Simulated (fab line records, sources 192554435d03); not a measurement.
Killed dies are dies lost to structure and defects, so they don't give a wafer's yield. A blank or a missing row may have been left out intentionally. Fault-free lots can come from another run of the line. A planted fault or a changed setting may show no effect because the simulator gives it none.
fab line records	flow n5_finfet
record: lots: 10	wafers: 28	last_day: 19
route steps=1938 shown BEOL_M14@1751 BEOL_M15@1773 PASSIVATION@1936
lots that met no fault: taken from a fault-free run of the same line
start_h: hours from the record's first day to the start of the lot's first wafer shown	wait_h: hours elapsed since this lot's preceding step	" repeats the value in the row above	L1.1+2: one row covering several wafers at once	- either no value or no given start	* or withheld: withheld	< > ~ a bound
route shown NAME@n: names a module that has steps shown in the file, with the first one's number in the route	usual: average and standard deviation across the fault-free wafers	same: alike in all rows	chamber/n: place in a boat	sites: per-site readings	_std_site: the standard deviation of these	_edge_site: outer sites' mean less inner sites'	radius_mm: how far each site lies from the wafer's centre	mask NAME#n: copy n	behind: the most recent tool/chamber to have shaped the wafer	hold: cause of the lot's hold/its duration in hours/its outcome	device: the n, p or np transistor that did not switch	end of line: the route-end tests of the same wafers	where a step has no rows: the recipe by itself	killed: dies lost to structure and defects at the first sort, not the wafer's yield	map: a wafer's dies, marking killed ones x, the rest . and places with no die _
set.NAME: setting as actually run; set.NAME@STEP: the setting as run at that earlier step	model.NAME: the simulator's own value behind a step, which no gauge read
route steps across a sampled set of lots; one table per step, one row per wafer
services: from which hour (start_h, from the record's first day; less than 0 if before it) a tool's chamber was out of use, for how many hours, and why
== steps ==
step: N5_BEOL_M14_ETCH_68
recipe: chemistry: N2/H2	target: SOC	mask_material: SiARC	source_w: 3000	bias_w: 350	temp_c: 40	time_s: 450	ion_energy_ev: 200	pressure_mtorr: 30	n2_flow_sccm: 200	h2_flow_sccm: 200
usual: drypump_motor_current_A: 5.71/0.25	oes_product_au: 0.82/0.054	rf_vpp_V: 524.6/2.3	showerhead_plenum_p_Torr: 2.57/0.083	throttle_valve_pct: 17.64/0.26
lot.wafer	tool	chamber	start_h	wait_h	drypump_motor_current_A	oes_product_au	rf_hours_counter_h	rf_vpp_V	showerhead_plenum_p_Torr	throttle_valve_pct
L683.2	rie_diel-04	0	275.46	0.1	5.48	0.94	8	522.2	2.49	17.42
L683.3	"	1	"	"	6.04	0.89	41	525.7	2.59	17.65
L683.5	"	0	"	"	5.47	0.95	-	523.9	2.49	17.41
L684.1	rie_diel-06	2	291.31	0.1	5.78	0.81	76	528.3	2.67	17.32
L684.4	"	1	"	"	5.61	0.80	114	522.4	2.46	17.75
L684.5	"	2	"	"	5.74	0.82	-	527.6	2.68	17.32
L685.3	rie_diel-06	0	298.29	0.1	5.59	0.81	89	526.4	2.69	17.89
L685.5	"	1	"	"	5.62	0.79	-	523.0	2.46	17.74
L685.6	"	0	"	"	5.57	0.81	-	526.8	2.69	17.89
L687.2	rie_diel-06	0	308.56	0.1	5.59	0.81	94	526.7	2.69	17.88
L687.4	"	1	"	"	5.63	0.80	123	521.5	2.46	17.75
L687.6	"	2	"	"	5.73	0.81	-	527.1	2.67	17.34
L690.5	rie_diel-05	2	312.10	0.1	6.14	0.78	-	523.0	2.56	18.02
L690.6	"	1	"	"	5.82	0.82	-	525.3	2.57	17.25
L688.1	rie_diel-05	1	326.38	0.1	5.80	0.81	74	524.5	2.57	17.25
L688.6	"	3	"	"	5.88	0.86	-	521.7	2.49	17.80
L699.3	rie_diel-06	3	366.36	0.1	5.27	0.87	57	523.8	2.58	17.35
L699.4	"	2	"	"	5.75	0.79	106	527.3	2.66	17.37
L699.6	"	3	"	"	5.28	0.87	-	524.1	2.58	17.35
L697.2	rie_diel-05	2	381.57	0.1	6.16	0.75	148	522.4	2.55	18.08
L697.4	"	0	"	"	5.60	0.72	183	522.6	2.52	17.58
L697.5	"	1	"	"	5.81	0.80	-	524.3	2.56	17.28
L703.1	rie_diel-06	0	426.91	0.1	5.62	0.77	133	526.8	2.67	17.98
L703.4	"	1	"	"	5.62	0.74	164	521.9	2.44	17.82
L703.5	"	2	"	"	5.74	0.76	-	528.7	2.65	17.44
L704.3	rie_diel-06	3	428.45	0.1	5.29	0.84	80	523.7	2.57	17.39
L704.5	"	1	"	"	5.62	0.76	-	520.7	2.44	17.84
L704.6	"	0	"	"	5.58	0.77	-	525.8	2.67	17.95
step: N5_BEOL_M14_STRIP_37
recipe: chemistry: O2	power_w: 600	temp_c: 60	pressure_mtorr: 30	rf_frequency_hz: 6e+07	bias_power_w: 0	overash_fraction: 0.3	o2_flow_sccm: 225
usual: drypump_motor_current_A: 5.77/0.25	oes_product_au: 0.82/0.06	rf_vpp_V: 3.7/0.89	showerhead_plenum_p_Torr: 2.11/0.059	throttle_valve_pct: 16.52/0.22
same: bias_power_w: 0
lot.wafer	tool	chamber	start_h	wait_h	drypump_motor_current_A	oes_product_au	rf_hours_counter_h	rf_vpp_V	showerhead_plenum_p_Torr	throttle_valve_pct
L683.2	rie_diel-05	1	277.16	1.3	5.77	0.84	48	3.3	2.12	16.14
L683.3	"	2	"	"	6.17	0.82	105	2.4	2.09	16.81
L683.5	"	3	"	"	5.88	0.90	-	1.9	2.05	16.46
L684.1	rie_diel-05	0	294.74	3.0	5.58	0.75	156	3.9	2.11	16.55
L684.4	"	1	"	"	5.81	0.86	55	4.4	2.12	16.14
L684.5	"	1	"	"	5.79	0.84	-	2.4	2.12	16.13
L685.3	rie_diel-05	1	300.28	1.6	5.81	0.83	58	2.9	2.11	16.16
L685.5	"	1	"	"	5.80	0.84	-	4.3	2.12	16.19
L685.6	"	0	"	"	5.56	0.74	-	4.0	2.11	16.53
L687.2	rie_diel-05	1	310.96	2.0	5.79	0.82	65	4.6	2.11	16.17
L687.4	"	3	"	"	5.89	0.87	-	3.1	2.04	16.51
L687.6	"	2	"	"	6.12	0.78	-	4.1	2.09	16.80
L690.5	rie_diel-05	2	313.70	1.3	6.16	0.79	-	5.0	2.09	16.83
L690.6	"	1	"	"	5.81	0.85	-	2.6	2.11	16.17
L688.1	rie_diel-05	1	327.17	0.4	5.81	0.84	74	3.6	2.11	16.18
L688.6	"	3	"	"	5.90	0.86	-	3.0	2.04	16.50
L699.3	rie_diel-04	0	366.98	0.2	5.41	0.89	33	3.2	2.05	16.30
L699.4	"	1	"	"	6.03	0.85	59	4.1	2.12	16.53
L699.6	"	2	"	"	5.45	0.95	-	4.4	2.23	16.73
L697.2	rie_diel-05	0	382.08	0.1	5.61	0.72	183	2.6	2.10	16.62
L697.4	"	2	"	"	6.14	0.76	149	3.4	2.08	16.88
L697.5	"	3	"	"	5.93	0.84	-	3.2	2.04	16.53
L703.1	rie_diel-05	2	427.75	0.4	6.16	0.75	163	2.1	2.07	16.86
L703.4	"	3	"	"	5.91	0.80	77	3.8	2.03	16.54
L703.5	"	0	"	"	5.61	0.71	-	2.7	2.10	16.66
L704.3	rie_diel-04	3	430.24	1.4	6.02	0.77	125	4.2	2.20	16.77
L704.5	"	3	"	"	6.02	0.78	-	3.9	2.20	16.77
L704.6	"	0	"	"	5.48	0.85	-	2.8	2.05	16.34
step: N5_BEOL_M14_INSPECT_55
recipe: inspect_instrument: darkfield	mode: post_dep
usual: raw_defect_count: 65/20
lot.wafer	tool	chamber	start_h	wait_h	raw_defect_count
L683.2	defect_inspect-01	-	279.46	0.0	97
L683.3	"	-	"	"	82
L683.5	"	-	"	"	86
L684.1	defect_inspect-01	-	296.86	0.0	35
L684.4	"	-	"	"	50
L684.5	"	-	"	"	86
L685.3	defect_inspect-01	-	302.02	0.0	60
L685.5	"	-	"	"	76
L685.6	"	-	"	"	92
L687.2	defect_inspect-02	-	312.79	0.0	84
L687.4	"	-	"	"	61
L687.6	"	-	"	"	65
L690.5	defect_inspect-02	-	315.34	0.0	82
L690.6	"	-	"	"	43
L688.1	defect_inspect-01	-	329.58	0.0	64
L688.6	"	-	"	"	101
L699.3	defect_inspect-02	-	369.20	0.0	66
L699.4	"	-	"	"	64
L699.6	"	-	"	"	90
L697.2	defect_inspect-01	-	384.15	0.0	71
L697.4	"	-	"	"	71
L697.5	"	-	"	"	90
L703.1	defect_inspect-02	-	429.99	0.0	45
L703.4	"	-	"	"	30
L703.5	"	-	"	"	47
L704.3	defect_inspect-02	-	432.24	0.0	67
L704.5	"	-	"	"	44
L704.6	"	-	"	"	47
step: N5_BEOL_M15_ILD_DEP_00
recipe: material: SiO2	target_thk_a: 16293	temp_c: 400	precursor: TEOS/O2	pressure_torr: 6.5	rf_w: 900	teos_flow_sccm: 161.4	gas: O2	flow_sccm: 2650	time_s: 346.1
usual: heater_power_w: 547/94	run_length_s: 389.0/0.66	showerhead_plenum_p_Torr: 8.346/0.027	throttle_valve_pct: 18.4/1.2
lot.wafer	tool	chamber	start_h	wait_h	heater_power_w	run_length_s	showerhead_plenum_p_Torr	throttle_valve_pct
L683.2	pecvd-02	1	279.49	0.0	562	388.9	8.369	18.3
L683.3	"	2	"	"	688	389.0	8.302	17.3
L683.5	"	2	"	"	535	389.1	8.305	17.4
L684.1	pecvd-02	0	296.90	0.0	666	389.8	8.347	19.7
L684.4	"	2	"	"	542	388.6	8.295	17.5
L684.5	"	1	"	"	553	389.3	8.357	18.1
L685.3	pecvd-01	1	302.05	0.0	560	388.4	8.324	19.2
L685.5	"	0	"	"	557	388.6	8.335	17.9
L685.6	"	2	"	"	355	388.8	8.379	17.1
L687.2	pecvd-03	0	312.83	0.0	573	388.3	8.364	20.7
L687.4	"	0	"	"	663	388.1	8.365	20.6
L687.6	"	2	"	"	544	389.8	8.339	17.2
L690.5	pecvd-02	2	315.59	0.3	533	388.8	8.296	17.0
L690.6	"	1	"	"	664	245.7	8.377	18.2
L688.1	pecvd-02	2	329.62	0.0	559	245.7	8.279	17.3
L688.6	"	1	"	"	557	245.4	8.338	18.4
L699.3	pecvd-01	0	369.24	0.0	606	388.5	8.329	17.9
L699.4	"	1	"	"	526	388.6	8.331	19.0
L699.6	"	2	"	"	352	388.8	8.370	17.2
L697.2	pecvd-03	0	384.19	0.0	551	388.5	8.380	21.0
L697.4	"	1	"	"	422	390.0	8.368	18.3
L697.5	"	0	"	"	645	387.8	8.373	20.5
L703.1	pecvd-02	1	430.03	0.0	670	388.5	8.351	16.6
L703.4	"	1	"	"	546	388.8	8.360	17.0
L703.5	"	0	"	"	523	389.6	8.326	20.3
L704.3	pecvd-02	0	432.38	0.1	520	389.8	8.324	20.0
L704.5	"	1	"	"	565	388.7	8.360	17.0
L704.6	"	0	"	"	624	389.9	8.304	20.0
step: N5_BEOL_M15_THK_MEAS_01
recipe: reads: SiO2_of_BEOL_M15_ILD_DEP_00
usual: M15_ILD_THK: 1638/22
lot.wafer	tool	chamber	start_h	wait_h	M15_ILD_THK[nm]
L683.2	film_metro-02	-	279.74	0.1	1632
L683.3	"	-	"	"	1624
L683.5	"	-	"	"	1652
L684.1	film_metro-02	-	297.15	0.1	1624
L684.4	"	-	"	"	1623
L684.5	"	-	"	"	1637
L685.3	film_metro-01	-	302.30	0.1	1624
L685.5	"	-	"	"	1663
L685.6	"	-	"	"	1628
L687.2	film_metro-02	-	313.08	0.1	1608
L687.4	"	-	"	"	1599
L687.6	"	-	"	"	1617
L690.5	film_metro-02	-	315.74	0.0	1669
L690.6	"	-	"	"	963
L688.1	film_metro-02	-	329.87	0.1	957
L688.6	"	-	"	"	984
L699.3	film_metro-02	-	369.49	0.1	1622
L699.4	"	-	"	"	1633
L699.6	"	-	"	"	1628
L697.2	film_metro-01	-	384.44	0.1	1630
L697.4	"	-	"	"	1669
L697.5	"	-	"	"	1650
L703.1	film_metro-02	-	430.39	0.2	1629
L703.4	"	-	"	"	1649
L703.5	"	-	"	"	1623
L704.3	film_metro-02	-	432.64	0.1	1633
L704.5	"	-	"	"	1649
L704.6	"	-	"	"	1639
step: N5_BEOL_M15_CD_MEAS_17
recipe: target_cd_nm: 360	polarity: opening
usual: cd_nm: 361.6/2
lot.wafer	tool	chamber	start_h	wait_h	cd_nm
L683.2	cd_sem-03	-	280.98	0.0	358.9
L683.3	"	-	"	"	358.2
L683.5	"	-	"	"	361.5
L684.1	cd_sem-03	-	298.04	0.0	361.4
L684.4	"	-	"	"	363.0
L684.5	"	-	"	"	363.0
L685.3	cd_sem-02	-	303.32	0.0	362.4
L685.5	"	-	"	"	363.4
L685.6	"	-	"	"	359.7
L687.2	cd_sem-01	-	314.20	0.0	361.2
L687.4	"	-	"	"	360.9
L687.6	"	-	"	"	359.9
L690.5	cd_sem-02	-	316.87	0.0	360.5
L690.6	"	-	"	"	354.4
L688.1	cd_sem-03	-	331.13	0.0	354.3
L688.6	"	-	"	"	357.0
L699.3	cd_sem-01	-	370.61	0.0	361.1
L699.4	"	-	"	"	361.8
L699.6	"	-	"	"	363.1
L697.2	cd_sem-01	-	385.74	0.0	361.5
L697.4	"	-	"	"	364.2
L697.5	"	-	"	"	362.7
L703.1	cd_sem-01	-	431.75	0.0	361.9
L703.4	"	-	"	"	363.1
L703.5	"	-	"	"	360.7
L704.3	cd_sem-03	-	433.73	0.0	358.9
L704.5	"	-	"	"	362.7
L704.6	"	-	"	"	366.6
step: N5_PASSIVATION_PROBE_49
usual: defect_limited_yield: 91.1/1.4	killed_at_M0_to_M3: 36/11	killed_at_M4_up: 14/5.2	killed_at_contacts: 12/6.1	killed_at_front_end: 40/12	killed_at_other: 3.2/2.5	killed_dies: 105/16	killed_open: 68/12	killed_short: 35/8.7	sort_bin_5_function: 5.2/0.89	sort_bin_6_memory: 3.3/0.66	sort_n_pass: 1074/16	sort_yield_pct: 91.1/1.4
same: gross_dies: 1180	killed_at_back_side: 0	sort_bin_4_leakage[%]: 0	sort_bin_8_speed[%]: 0
lot.wafer	tool	chamber	start_h	wait_h	defect_limited_yield[%]	killed_at_M0_to_M3	killed_at_M4_up	killed_at_contacts	killed_at_front_end	killed_at_other	killed_dies	killed_open	killed_short	sort_bin_5_function[%]	sort_bin_6_memory[%]	sort_n_pass	sort_yield_pct[%]
L685.3	prober-02	-	325.66	0.1	91.5	32	10	17	39	2	100	65	31	4.9	3.1	1080	91.5
L685.5	prober-02	-	325.76	0.2	90.7	35	12	19	37	7	110	73	36	5.3	3.7	1070	90.7
L685.6	prober-02	-	325.81	0.3	90.5	30	7	27	45	3	112	67	39	4.7	3.9	1068	90.5
killed by level:class
L685.3 MOL_CONTACT_COAG:geometric_particle:open=12 BEOL_M1:geometric_particle:open=12 FIN_SAQP:geometric_particle:open=9 GATE_CUT:geometric_particle:short=7 BEOL_M0_SAQP:geometric_particle:short=7 FIN_SAQP:geometric_particle:short=6 BEOL_M4:geometric_particle:open=6 GATE_CUT:geometric_particle:open=5
L685.5 MOL_CONTACT_COAG:geometric_particle:open=15 BEOL_M1:geometric_particle:open=15 FIN_SAQP:geometric_particle:open=8 FIN_SAQP:geometric_particle:short=7 BEOL_M4:geometric_particle:open=6 BEOL_M0_SAQP:geometric_particle:short=4 GATE_CUT:geometric_particle:short=4 MOL_CONTACT_COAG:geometric_particle:short=4
L685.6 MOL_CONTACT_COAG:geometric_particle:open=23 BEOL_M1:geometric_particle:open=13 GATE_CUT:geometric_particle:short=7 FIN_SAQP:geometric_particle:short=6 HKMG_FIN:area_etch=6 DUMMY_GATE:geometric_particle:open=4 BEOL_M0_SAQP:geometric_particle:open=4 MOL_CONTACT_COAG:geometric_particle:short=4
== services ==
tool	chamber	start_h	hours	kind
rie_diel-04	2	272.93	-	clean
rie_diel-04	2	272.93	-	consumable_replace:focus_ring
rie_diel-04	2	272.93	-	consumable_replace:showerhead
rie_diel-04	2	272.93	28.6	scheduled_down
rie_diel-04	2	272.93	28.6	vent_cycle
rie_diel-04	-	292.12	28.1	pm
pecvd-01	1	308.21	9.5	repair
pecvd-02	0	315.02	2.1	scheduled_down
pecvd-02	-	318.23	2.8	pm
rie_diel-04	1	326.00	10.0	repair
rie_diel-05	0	329.85	3.2	repair
rie_diel-05	-	339.29	2.8	pm
rie_diel-04	-	341.02	0.3	repair
rie_diel-05	1	355.98	1.7	repair
pecvd-02	1	383.62	-	clean
pecvd-02	1	383.62	-	consumable_replace:showerhead
pecvd-02	1	383.62	29.0	scheduled_down
pecvd-02	1	383.62	29.0	vent_cycle
rie_diel-04	-	391.12	0.2	repair
rie_diel-06	0	393.32	5.4	repair
pecvd-02	0	399.12	5.5	scheduled_down
pecvd-03	-	406.61	2.8	pm
pecvd-03	-	410.15	4.3	repair
pecvd-02	2	428.53	7.1	repair
== key ==
first_sign: step: N5_BEOL_M15_ILD_DEP_00	reading: run_length_s	direction: down	sigmas: 99+	usual: *	struck: *
effect: step: N5_BEOL_M15_THK_MEAS_01	reading: M15_ILD_THK	direction: down	sigmas: 31	usual: 1638	struck: 968
effect: step: N5_BEOL_M15_CD_MEAS_17	reading: cd_nm	direction: down	sigmas: 3.2	usual: 361.6	struck: 355.2
met_at N5_BEOL_M15_ILD_DEP_00
struck_lots L688,L690
struck_wafers L688.1,L688.6,L690.6
not_acting_at N5_BEOL_M14_ETCH_68,N5_BEOL_M14_STRIP_37,N5_BEOL_M14_INSPECT_55
onset_between 296.90 315.59
fault: kind: process_parameter_drift	tool: pecvd-02	chamber: -	onset_h: 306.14	steps: N5_BEOL_M15_ILD_DEP_00	channel: time_s	offset: *	shape: step	end_h: 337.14	scope: struck_wafers_only	acts_in: *	stated: *
